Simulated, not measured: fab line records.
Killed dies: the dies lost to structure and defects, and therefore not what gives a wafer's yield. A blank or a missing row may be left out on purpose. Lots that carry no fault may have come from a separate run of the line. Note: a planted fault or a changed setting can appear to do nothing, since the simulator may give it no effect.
Matching of chambers | flow nand harc | NHARC_A_M1_PRE_CLEAN_32 on pecvd-04 has 3 sister chambers
The step time 12 s. 24 wafers are shown with their chamber, then 12 later ones without.

## WAFERS PAIRED WITH THEIR CHAMBERS
wafer  | chamber | heater power w (W)
L077.1 | 2       | 771
L077.5 | 2       | 776
L077.6 | 0       | 596
L075.2 | 2       | 787
L075.5 | 2       | 812
L075.6 | 1       | 602
L076.1 | 2       | 821
L076.2 | 1       | 615
L076.5 | 0       | 580
L074.1 | 2       | 803
L074.3 | 0       | 522
L074.4 | 2       | 786
L080.4 | 1       | 615
L080.5 | 2       | 768
L080.6 | 0       | 590
L083.1 | 2       | 769
L083.4 | 0       | 549
L083.5 | 2       | 734
L089.1 | 2       | 787
L089.4 | 1       | 685
L089.6 | 2       | 792
L093.1 | 1       | 667
L093.2 | 2       | 800
L093.3 | 0       | 618

SIGNATURES (averages over the wafers above)
reading        | chamber 0 | chamber 1 | chamber 2 | scatter within a chamber
heater power w | 575.83    | 636.80    | 785.08    | 28.8
Rule: for each reading, subtract the chamber's mean from the wafer's reading, divide by that reading's scatter and square the result; add these up over the readings and take the root, which gives the wafer's distance from the chamber. If the next closest chamber is less than 2 further off than the closest, the wafer can't be placed; otherwise it belongs to the closest. How the scatter is found: for the shown wafers, subtract from each reading the mean of its chamber, square and add these, divide the total by (wafers less chambers), then take the root.

## WAFERS WITH NO CHAMBER GIVEN
wafer  | heater power w (W)
L093.4 | 789
L093.5 | 618
L093.6 | 642
L096.4 | 655
L096.5 | 605
L096.6 | 777
L094.2 | 590
L094.3 | 635
L094.4 | 806
L097.2 | 521
L097.5 | 745
L097.6 | 528

## THE CHAMBER EACH PASSED THROUGH
wafer  | from the rows above     | in truth
L093.4 | 2                       | 2
L093.5 | can't be placed: 1 or 0 | 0
L093.6 | 1                       | 1
L096.4 | 1                       | 1
L096.5 | can't be placed: 0 or 1 | 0
L096.6 | 2                       | 2
L094.2 | can't be placed: 0 or 1 | 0
L094.3 | can't be placed: 1 or 0 | 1
L094.4 | 2                       | 2
L097.2 | 0                       | 0
L097.5 | 2                       | 2
L097.6 | 0                       | 0
Correctly placed: 8 of 12. From these rows, 4 cannot be placed; in 4 the true chamber is one of the candidates. 0 placed wrongly.
